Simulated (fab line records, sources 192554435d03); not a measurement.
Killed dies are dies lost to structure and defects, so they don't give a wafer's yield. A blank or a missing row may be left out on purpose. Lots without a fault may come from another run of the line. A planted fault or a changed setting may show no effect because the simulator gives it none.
Split-lot experiment | flow n5_finfet | 7 lots, 21 wafers read, on a route of 1938 steps

THE SPLIT
At N5_SDB_COAT_05 (resist thk 90 nm), the setting spin_rpm was moved away from the recipe's 1500 rpm on 7 of the 21 wafers read, by -4.8% to +6.6%. The other wafers ran this setting at the recipe's value.

FROM THE SPLIT TO THE READING: what the file shows between them, 6 steps
- N5_SDB_EBR_07
- N5_SDB_SOFTBAKE_06: time 60 s
- N5_SDB_EXPOSE_08: exposes mask SDB
- N5_SDB_PEB_09: peb time 60 s
- N5_SDB_DEVELOP_10: develop time 30 s
- N5_SDB_DESCUM_16: chemistry O2, time 7.9 s

THE READING
CAR-ArF_of_SDB_COAT_05.thk_nm (the simulator's own value, which no gauge read), in nm, at N5_SDB_ETCH_17 (etches SiARC in CF4, target depth 23.4 nm, time 39 s). The file gives no usual value for it. The 14 wafers here that ran the recipe average 66.4 nm, standard deviation 0.22 nm.

wafer  | tool, chamber at the split | spin_rpm as run, rpm | against the recipe | CAR-ArF_of_SDB_COAT_05.thk_nm, nm | against lot-mates on the recipe
L075.1 | litho_track-01, 0          | 1500                 | recipe             | 66                                | -
L075.2 | litho_track-01, 0          | 1432                 | -4.5%              | 68.8                              | +2.6
L075.6 | litho_track-01, 0          | 1500                 | recipe             | 66.4                              | -
L076.1 | litho_track-02, 0          | 1500                 | recipe             | 66.6                              | -
L076.3 | litho_track-02, 0          | 1550                 | +3.3%              | 65.4                              | -1.2
L076.5 | litho_track-02, 0          | 1550                 | +3.3%              | 65                                | -1.6
L080.2 | litho_track-04, 0          | 1500                 | recipe             | 66.4                              | -
L080.4 | litho_track-04, 0          | 1500                 | recipe             | 66.4                              | -
L080.3 | litho_track-04, 0          | 1500                 | recipe             | 66.2                              | -
L083.3 | litho_track-02, 0          | 1599                 | +6.6%              | 63.4                              | -2.8
L083.5 | litho_track-02, 0          | 1599                 | +6.6%              | 63.4                              | -2.8
L083.4 | litho_track-02, 0          | 1500                 | recipe             | 66.2                              | -
L084.1 | litho_track-04, 0          | 1500                 | recipe             | 66.8                              | -
L084.2 | litho_track-04, 0          | 1500                 | recipe             | 66.4                              | -
L084.5 | litho_track-04, 0          | 1428                 | -4.8%              | 68.8                              | +2.2
L092.3 | litho_track-04, 0          | 1500                 | recipe             | 66.4                              | -
L092.5 | litho_track-04, 0          | 1500                 | recipe             | 66.4                              | -
L092.4 | litho_track-04, 0          | 1500                 | recipe             | 66.6                              | -
L094.1 | litho_track-02, 0          | 1450                 | -3.3%              | 68.2                              | +1.5
L094.4 | litho_track-02, 0          | 1500                 | recipe             | 66.8                              | -
L094.5 | litho_track-02, 0          | 1500                 | recipe             | 66.6                              | -

THE FIT
A straight line over all 21 wafers: CAR-ArF_of_SDB_COAT_05.thk_nm changes by -0.468 nm for each +1% of spin_rpm; r = -0.99; the points scatter about the line by 0.23 nm.
The same after taking each lot's own level away (the mean of its wafers on the recipe; 21 wafers): -0.451 nm for each +1%; r = -0.99; scatter 0.18 nm.
On that fit, the largest move of spin_rpm shifts the reading by 3 nm.
The lots' own levels span 66.20 to 66.70 nm, that is 2.3 times the standard deviation above.
So the lot-to-lot level changes the slope little: the two slopes agree.
Check: with one of the wafers moved furthest among these (+6.6%) left out of the fit, the line predicts -2.97 nm for it against its lot-mates. It came out at -2.8 nm against them.

THE WHOLE CHAIN: every reading that the file lists as answering this split, in the file's order
step              | what it does                                         | reading                                                                        | change (the file's fit)               | r (the file's)
N5_SDB_COAT_05    | resist thk 90 nm                                     | CAR-ArF_of_SDB_COAT_05.thk_nm (the simulator's own value, which no gauge read) | -0.487 nm for each +1% of the setting | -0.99
N5_SDB_DEVELOP_10 | develop time 30 s                                    | CAR-ArF_of_SDB_COAT_05.thk_nm (the simulator's own value, which no gauge read) | -0.484 nm for each +1% of the setting | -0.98
N5_SDB_ETCH_17    | etches SiARC in CF4, target depth 23.4 nm, time 39 s | CAR-ArF_of_SDB_COAT_05.thk_nm (the simulator's own value, which no gauge read) | -0.462 nm for each +1% of the setting | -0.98

THE FILE'S OWN FIT
CAR-ArF_of_SDB_COAT_05.thk_nm changes by -0.462 nm for each +1% of spin_rpm, r = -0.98.
